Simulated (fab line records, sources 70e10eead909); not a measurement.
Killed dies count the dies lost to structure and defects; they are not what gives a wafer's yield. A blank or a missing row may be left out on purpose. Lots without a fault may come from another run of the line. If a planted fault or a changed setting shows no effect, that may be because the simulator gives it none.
fab line records	flow nand_harc
[record] lots = 11	wafers = 33	last_day = 34
route steps=1302 shown P_M2@349 P_BONDPAD@351 END@1302
lots that met no fault: taken from a fault-free run of the same line
start_h: the number of hours between the record's first day and the start of the first shown wafer of the lot	wait_h: how many hours have passed since the lot's step before this one	" repeats the value in the row above	L1.1+2: one row covering several wafers at once	- no value, or no start given	* or withheld: withheld	< > ~ a bound
route shown NAME@n: names a module that has steps shown in the file, with the first one's number in the route	usual: the fault-free wafers' mean and standard deviation	same: alike in all rows	chamber/n: place in a boat	sites: the reading at each site	_std_site: the standard deviation of these	_edge_site: mean of outer sites minus mean of inner sites	radius_mm: for every site, how far away it sits from the centre of the wafer	mask NAME#n: copy n	behind: the last tool/chamber to shape the wafer	hold: the reason the lot was held/the length of the hold in hours/how it ended	device: transistor that didn't switch, given as n, p or np	end of line: tests of these same wafers at the route's end	a step without rows: its recipe alone	killed: count of dies lost to structure and defects at first sort (not the wafer's yield)	map: the dies of a wafer, with x for killed, . for not killed, _ for no die there
set.NAME: the setting that was run; set.NAME@STEP: the one run at that earlier step	model.NAME: the simulator's own value behind a step, which no gauge read
the route's steps for a sample of lots (tables are steps, rows are wafers)
services: a tool's chamber out of use, with start hour (start_h, from the record's first day; less than 0 if before it), hours out, and reason
[[steps]]
[step NHARC_P_M2_PRE_CLEAN_32]
[recipe] time_s = 12	temp_c = 370	rf_power_w = 300	gas = NH3
[usual] heater_power_w = 645/68	rf_fwd_power_W = 292.6/0.92	susceptor_temp_C = 369.99/0.22
lot.wafer	tool	chamber	start_h	wait_h	heater_power_w	rf_fwd_power_W	susceptor_temp_C
L236.1	pecvd-02	0	166.26	0.1	646	293.9	369.74
L236.3	"	1	"	"	672	292.2	369.87
L236.5	"	1	"	"	679	292.2	370.13
L237.2	pecvd-02	1	178.25	0.1	670	293.1	370.14
L237.3	"	2	"	"	767	292.2	370.18
L237.4	"	0	"	"	618	292.1	369.91
L239.4	pecvd-02	1	192.99	0.2	620	292.1	369.74
L239.3	"	0	"	"	633	291.6	370.23
L239.5	"	0	"	"	631	292.4	370.09
L243.1	pecvd-03	0	228.80	0.1	684	293.2	369.83
L243.3	"	2	"	"	627	292.4	370.23
L243.6	"	0	"	"	681	294.2	369.90
L245.2	pecvd-02	0	256.53	0.1	716	293.3	370.00
L245.4	"	2	"	"	639	291.4	370.11
L245.6	"	1	"	"	625	292.1	369.93
L250.2	pecvd-03	1	305.19	0.1	602	293.2	370.13
L250.4	"	1	"	"	611	293.1	369.79
L250.5	"	2	"	"	607	293.6	370.00
L252.1	pecvd-02	2	326.75	0.1	777	292.7	369.51
L252.4	"	1	"	"	683	292.7	370.05
L252.6	"	0	"	"	702	292.1	370.20
L253.2	pecvd-03	0	331.55	0.1	764	291.9	369.71
L253.1	"	1	"	"	584	293.6	370.51
L253.4	"	2	"	"	652	293.5	369.96
L254.1	pecvd-03	0	340.00	0.1	729	292.7	370.16
L254.3	"	1	"	"	570	293.7	369.81
L254.5	"	1	"	"	572	293.6	369.90
L256.1	pecvd-02	2	358.80	0.1	760	292.7	369.88
L256.5	"	0	"	"	644	292.7	369.81
L256.4	"	2	"	"	743	294.2	370.00
L255.2	pecvd-02	1	360.07	0.1	692	292.9	370.11
L255.5	"	0	"	"	584	291.7	369.93
L255.6	"	1	"	"	707	292.8	370.08
[step NHARC_P_BONDPAD_DEP_00]
[recipe] target_thk_a = 2500	temp_c = 370	target_thk_nm = 250	pressure_torr = 3	flow_sccm = 200	rf_w = 450	material = SiCN
[usual] chamber_pressure_Torr = 3.001/0.0074	heater_power_w = 597/72	rf_fwd_power_W = 449.3/1.3	susceptor_temp_C = 369.96/0.22
lot.wafer	tool	chamber	start_h	wait_h	chamber_pressure_Torr	heater_power_w	rf_fwd_power_W	susceptor_temp_C
L236.1	pecvd-03	1	166.80	-	2.994	502	448.5	370.14
L236.3	"	2	"	"	3.006	545	450.6	369.93
L236.5	"	1	"	"	2.998	527	449.2	369.89
L237.2	pecvd-01	0	178.75	-	3.008	664	447.9	369.97
L237.3	"	1	"	"	3.000	513	447.8	369.40
L237.4	"	0	"	"	3.003	652	447.8	369.94
L239.3	pecvd-01	0	193.61	0.3	3.016	674	448.5	369.81
L239.5	"	1	"	"	3.000	531	448.4	369.79
L239.4	"	2	"	"	3.006	490	449.4	370.02
L243.3	pecvd-01	0	229.49	0.4	2.994	571	449.8	370.19
L243.1	"	1	"	"	3.006	479	448.5	369.92
L243.6	"	1	"	"	3.014	505	449.5	370.06
L245.2	pecvd-03	2	257.02	-	2.995	553	447.8	369.83
L245.6	"	2	"	"	2.994	542	449.5	370.15
L245.4	"	1	"	"	3.009	548	448.0	370.12
L250.2	pecvd-01	0	305.67	-	3.005	669	449.7	369.94
L250.5	"	1	"	"	2.982	516	449.3	369.93
L250.4	"	2	"	"	2.985	507	448.7	369.91
L252.1	pecvd-01	2	327.28	-	2.999	474	449.1	369.91
L252.4	"	1	"	"	2.996	532	448.3	370.13
L252.6	"	2	"	"	3.010	488	449.1	369.81
L253.2	pecvd-02	1	332.04	-	3.008	625	447.6	370.25
L253.1	"	2	"	"	3.004	642	449.2	369.82
L253.4	"	2	"	"	3.005	664	449.4	369.57
L254.1	pecvd-03	2	-	-	2.989	596	450.5	370.00
L254.3	"	0	"	"	2.998	706	452.6	369.90
L254.5	"	1	"	"	3.006	505	450.0	369.68
L256.1	pecvd-01	1	359.26	-	3.003	447	447.3	369.80
L256.4	"	1	"	"	3.010	472	448.1	369.72
L256.5	"	1	"	"	3.011	475	447.1	370.10
L255.2	pecvd-02	0	-	-	2.989	616	448.9	370.22
L255.5	"	2	"	"	3.006	672	448.4	369.92
L255.6	"	0	"	"	3.006	633	448.4	370.35
[step NHARC_P_BONDPAD_ETCH_37]
[recipe] target_depth_a = 600	overetch_a = 180	time_s = 65.91	ion_energy_ev = 200	n2_flow_sccm = 150	h2_flow_sccm = 150	ar_flow_sccm = 0	rf_w = 400	bias_w = 150	chemistry = N2/H2
[usual] drypump_motor_current_A = 5.7/0.46	oes_product_au = 1.001/0.008	rf_fwd_power_W = 396.7/1.7	rf_vpp_V = 429.5/1.9	showerhead_plenum_p_Torr = 2.00/0.064	throttle_valve_pct = 14.172/0.0098
lot.wafer	tool	chamber	start_h	wait_h	drypump_motor_current_A	oes_product_au	rf_fwd_power_W	rf_hours_counter_h	rf_vpp_V	showerhead_plenum_p_Torr	throttle_valve_pct
L236.1	rie_diel-12	0	168.28	0.1	6.5	1.014	398.0	3.9	428.9	1.98	14.169
L236.3	"	1	"	"	5.6	1.007	397.8	4.3	427.2	1.90	14.161
L236.5	"	0	"	"	6.5	1.008	397.3	-	429.5	1.98	14.173
L237.4	rie_diel-10	0	180.15	0.1	6.2	0.991	396.3	3.6	431.2	2.01	14.171
L237.3	"	1	"	"	5.1	1.006	398.2	3.8	430.0	2.02	14.161
L237.2	"	2	"	"	6.1	0.994	396.9	3.7	428.3	1.94	14.192
L239.3	rie_diel-12	1	195.16	0.1	5.6	1.020	398.5	5.9	425.8	1.90	14.178
L239.4	"	2	"	"	5.7	1.017	393.9	-	431.9	2.10	14.160
L239.5	"	1	"	"	5.6	1.011	395.8	-	425.2	1.90	14.162
L243.1	rie_diel-12	0	230.85	0.1	6.5	1.003	395.6	5.7	429.2	1.98	14.167
L243.3	"	2	"	"	5.7	0.995	395.6	8.2	433.5	2.10	14.178
L243.6	"	1	"	"	5.5	1.002	397.7	-	425.2	1.90	14.149
L245.4	rie_diel-10	2	258.54	0.1	6.1	0.993	394.9	0.0	427.7	1.94	14.165
L245.2	"	3	"	"	5.2	1.011	395.7	0.0	430.7	2.09	14.157
L245.6	"	3	"	"	5.1	1.002	395.7	-	431.1	2.09	14.166
L250.4	rie_diel-12	1	307.20	0.1	5.6	0.997	397.9	1.6	426.7	1.89	14.178
L250.2	"	2	"	"	5.7	1.009	392.3	1.9	431.9	2.10	14.154
L250.5	"	1	"	"	5.5	0.988	397.4	-	425.5	1.89	14.177
L252.1	rie_diel-10	3	328.76	0.1	5.1	1.008	396.8	3.2	431.1	2.09	14.163
L252.4	"	0	"	"	6.1	0.999	396.7	3.0	429.5	2.01	14.159
L252.6	"	3	"	"	5.1	1.000	396.1	-	431.4	2.09	14.174
L253.2	rie_diel-12	3	333.56	0.1	5.8	0.989	396.6	3.5	428.1	1.96	14.164
L253.1	"	0	"	"	6.5	1.001	396.3	3.2	428.8	1.98	14.160
L253.4	"	2	"	"	5.7	0.999	392.9	3.1	431.3	2.10	14.165
L254.1	rie_diel-12	2	341.86	0.1	5.7	1.006	394.0	4.2	433.1	2.10	14.183
L254.3	"	0	"	"	6.4	1.006	396.2	3.8	429.0	1.98	14.169
L254.5	"	2	"	"	5.7	1.002	393.6	-	431.4	2.10	14.169
L256.4	rie_diel-10	1	360.80	0.1	5.1	1.004	396.0	3.3	429.8	2.02	14.187
L256.1	"	2	"	"	6.1	0.992	393.6	3.6	426.2	1.94	14.180
L256.5	"	1	"	"	5.0	1.003	395.9	-	430.4	2.02	14.188
L255.2	rie_diel-03	1	362.08	0.1	6.0	0.997	398.6	3.8	428.0	1.96	14.167
L255.5	"	0	"	"	5.3	1.012	394.7	-	429.4	1.99	14.167
L255.6	"	1	"	"	6.0	1.006	397.8	-	426.6	1.96	14.172
[step NHARC_P_BONDPAD_CMP_19]
[recipe] t_overpolish_s = 30	cu_recess_touch_s = 16	target_thk_nm = 160.81
[usual] motor_current_A = 12.6/1.2	overpolish_run_s = 30.001/0.0092
[same] t_overpolish_s = 30
lot.wafer	tool	chamber	start_h	wait_h	motor_current_A	overpolish_run_s
L236.1	cmp-03	3	170.20	-	13.8	30.007
L236.3	"	1	"	"	13.8	29.991
L236.5	"	3	"	"	13.9	30.003
L237.3	cmp-01	1	182.13	-	11.9	30.000
L237.2	"	2	"	"	10.6	29.991
L237.4	"	3	"	"	13.0	30.004
L239.4	cmp-03	1	197.15	-	13.7	30.024
L239.3	"	3	"	"	14.5	29.996
L239.5	"	0	"	"	12.8	30.009
L243.3	cmp-01	0	232.79	-	12.2	30.005
L243.1	"	2	"	"	10.6	30.003
L243.6	"	1	"	"	12.1	30.000
L245.2	cmp-01	0	260.54	-	12.5	29.984
L245.4	"	1	"	"	12.3	30.001
L245.6	"	2	"	"	11.0	30.005
L250.2	cmp-03	2	309.13	-	11.7	29.991
L250.4	"	3	"	"	14.2	29.982
L250.5	"	2	"	"	11.5	29.996
L252.4	cmp-03	0	330.73	-	12.7	29.988
L252.1	"	2	"	"	12.4	30.016
L252.6	"	0	"	"	12.0	30.001
L253.1	cmp-01	3	335.49	-	12.8	29.987
L253.2	"	0	"	"	12.7	30.000
L253.4	"	2	"	"	10.0	29.993
L254.3	cmp-02	3	343.85	-	12.9	30.011
L254.1	"	0	"	"	12.2	29.989
L254.5	"	2	"	"	14.4	29.988
L256.1	cmp-02	2	362.74	-	14.3	29.997
L256.4	"	3	"	"	13.0	30.004
L256.5	"	2	"	"	13.9	30.024
L255.2	cmp-02	2	364.00	-	14.8	30.003
L255.6	"	2	"	"	14.1	29.997
L255.5	"	3	"	"	12.9	30.011
[step NHARC_P_BONDPAD_INSPECT_23]
[usual] raw_defect_count = 331/110
lot.wafer	tool	chamber	start_h	wait_h	raw_defect_count
L236.1	defect_inspect-01	-	170.75	0.0	503
L236.3	"	-	"	"	265
L236.5	"	-	"	"	229
L237.2	defect_inspect-01	-	182.62	0.0	185
L237.3	"	-	"	"	226
L237.4	"	-	"	"	302
L239.3	defect_inspect-01	-	197.64	0.0	523
L239.4	"	-	"	"	469
L239.5	"	-	"	"	229
L243.1	defect_inspect-02	-	233.32	0.0	382
L243.3	"	-	"	"	427
L243.6	"	-	"	"	699
L245.2	defect_inspect-02	-	261.01	0.0	335
L245.4	"	-	"	"	687
L245.6	"	-	"	"	386
L250.2	defect_inspect-02	-	309.69	0.0	204
L250.4	"	-	"	"	328
L250.5	"	-	"	"	181
L252.1	defect_inspect-01	-	331.22	0.0	352
L252.4	"	-	"	"	386
L252.6	"	-	"	"	373
L253.1	defect_inspect-02	-	336.01	0.0	237
L253.2	"	-	"	"	304
L253.4	"	-	"	"	224
L254.1	defect_inspect-01	-	344.34	0.0	343
L254.3	"	-	"	"	194
L254.5	"	-	"	"	235
L256.1	defect_inspect-01	-	363.27	0.0	229
L256.4	"	-	"	"	280
L256.5	"	-	"	"	333
L255.2	defect_inspect-01	-	364.55	0.0	330
L255.5	"	-	"	"	280
L255.6	"	-	"	"	197
[step NHARC_END_SORT_01]
[recipe] temp_c = 25
[usual] defect_limited_yield = 91/3.1	killed_at_array = 53/21	killed_at_other = 1.0/1.3	killed_at_periphery = 3.8/2.4	killed_dies = 58/21	killed_open = 3.4/1.9	killed_short = 2.4/1.5	sort_bin_2_pct = 3.0/1.3	sort_bin_3_pct = 0.6/0.39	sort_bin_4_pct = 4.9/1.8	sort_n_pass = 619/21	sort_rim_yield_pct = 88/5.3	sort_yield_pct = 91/3.1
[same] gross_dies = 677	sort_bin_5_pct[%] = 0	sort_bin_6_pct[%] = 0	sort_bin_7_pct[%] = 0	sort_bin_8_pct[%] = 0	sort_rim_n_gross = 106.00
lot.wafer	tool	chamber	start_h	wait_h	defect_limited_yield[%]	killed_at_array	killed_at_other	killed_at_periphery	killed_dies	killed_open	killed_short	sort_bin_2_pct[%]	sort_bin_3_pct[%]	sort_bin_4_pct[%]	sort_n_pass	sort_rim_yield_pct[%]	sort_yield_pct[%]
L243.1	prober-02	0	677.03	2.5	93	47	1	2	50	2	3	2.2	0.6	4.6	627	82	93
L243.3	prober-02	0	678.64	3.1	92	56	1	0	57	3	4	3.0	0.3	5.2	620	83	92
L243.6	prober-02	0	681.05	4.0	51	61	1	271	333	1	3	16.0	3.4	29.8	344	55	51
L245.2	prober-02	0	692.30	2.8	90	56	0	9	65	1	2	3.2	0.7	5.6	612	86	90
L245.4	prober-02	0	693.89	3.4	49	47	0	296	343	1	3	20.1	3.4	27.2	334	52	49
L245.6	prober-02	0	695.47	4.0	91	51	2	5	58	4	0	4.3	0.7	3.5	619	83	91
// killed by level:class
L243.1 A_SLIT:chamber_film_flake=18 A_CHANNEL_HOLE_D1:chamber_film_flake=16 A_WL_FILL:chamber_film_flake=2 A_M1:chamber_film_flake=2 P_CONTACT:geometric_particle:open=1 A_ONON_D1:geometric_particle:short=1 A_DECK1_JOINT:geometric_particle:short=1 A_WL_FILL:geometric_particle:short=1
L243.3 A_SLIT:chamber_film_flake=23 A_CHANNEL_HOLE_D1:chamber_film_flake=16 A_CONTACT:chamber_film_flake=6 A_ONON_D1:geometric_particle:short=1 A_CHANNEL_FILL_D1:geometric_particle:short=1 A_ONON_D2:geometric_particle:open=1 A_SGD_CUT:geometric_particle:open=1 A_WL_FILL:geometric_particle:short=1
L243.6 P_BONDPAD:unspecified=268 A_CHANNEL_HOLE_D1:chamber_film_flake=31 A_SLIT:chamber_film_flake=18 A_CONTACT:chamber_film_flake=4 A_M0:geometric_particle:short=2 A_DECK1_JOINT:chamber_film_flake=2 A_STAIRCASE:chamber_film_flake=2 A_SGD_CUT:chamber_film_flake=2
L245.2 A_SLIT:chamber_film_flake=21 A_CHANNEL_HOLE_D2:chamber_film_flake=9 A_STAIRCASE:chamber_film_flake=9 P_BONDPAD:chamber_film_flake=5 A_CHANNEL_HOLE_D1:chamber_film_flake=5 A_CONTACT:chamber_film_flake=3 P_M1:chamber_film_flake=2 A_SGD_CUT:chamber_film_flake=2
L245.4 P_BONDPAD:unspecified=293 A_SLIT:chamber_film_flake=17 A_CHANNEL_HOLE_D2:chamber_film_flake=7 A_STAIRCASE:chamber_film_flake=7 A_CONTACT:chamber_film_flake=3 P_BONDPAD:chamber_film_flake=2 A_WL_FILL:chamber_film_flake=2 A_CHANNEL_HOLE_D1:chamber_film_flake=2
L245.6 A_SLIT:chamber_film_flake=16 A_STAIRCASE:chamber_film_flake=10 A_CHANNEL_HOLE_D2:chamber_film_flake=9 A_CHANNEL_HOLE_D1:chamber_film_flake=6 P_BONDPAD:chamber_film_flake=3 A_CONTACT:chamber_film_flake=3 A_BONDPAD:chamber_film_flake=3 A_ONON_D2:geometric_particle:open=2
[[services]]
tool	chamber	start_h	hours	kind
rie_diel-12	1	149.45	3.0	repair
cmp-03	-	162.05	4.0	pm
rie_diel-12	1	169.77	3.3	repair
cmp-03	-	172.91	1.5	repair
cmp-03	-	175.07	0.3	repair
rie_diel-12	2	184.76	5.8	repair
pecvd-03	-	185.37	13.0	pm
cmp-01	-	185.50	4.0	pm
pecvd-02	2	188.27	14.4	repair
cmp-01	-	190.60	1.2	repair
rie_diel-12	0	192.95	20.5	repair
cmp-01	-	211.50	0.6	repair
pecvd-03	1	221.94	13.9	repair
pecvd-03	-	225.44	0.4	repair
pecvd-02	-	227.22	13.0	pm
rie_diel-12	-	240.24	1.0	repair
pecvd-01	1	266.02	4.1	repair
rie_diel-12	-	268.40	9.0	pm
pecvd-01	2	309.25	8.3	repair
pecvd-02	0	309.79	5.4	repair
pecvd-01	-	311.15	13.0	pm
rie_diel-12	3	311.97	2.8	repair
pecvd-02	0	346.57	7.1	repair
pecvd-01	0	352.98	11.3	repair
[[key]]
[first_sign] step = NHARC_P_BONDPAD_INSPECT_23	reading = raw_defect_count	direction = up	sigmas = 3.3	usual = 331	struck = 693
[effect] step = NHARC_END_SORT_01	reading = killed_at_periphery	direction = up	sigmas = 99+	usual = 3.8	struck = 283.5
[more_kills_born_at] NHARC_P_BONDPAD_CMP_19@cmp-01 = 561
met_at NHARC_P_BONDPAD_CMP_19
struck_lots L243,L245
struck_wafers L243.6,L245.4
not_acting_at NHARC_P_M2_PRE_CLEAN_32,NHARC_P_BONDPAD_DEP_00,NHARC_P_BONDPAD_ETCH_37
onset_between 182.13 232.79
[fault] kind = chamber_particle_source	tool = cmp-01	chamber = 1	onset_h = 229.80	steps = NHARC_P_BONDPAD_CMP_19	rate_per_visit_cm2 = 0.65358	end_h = 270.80
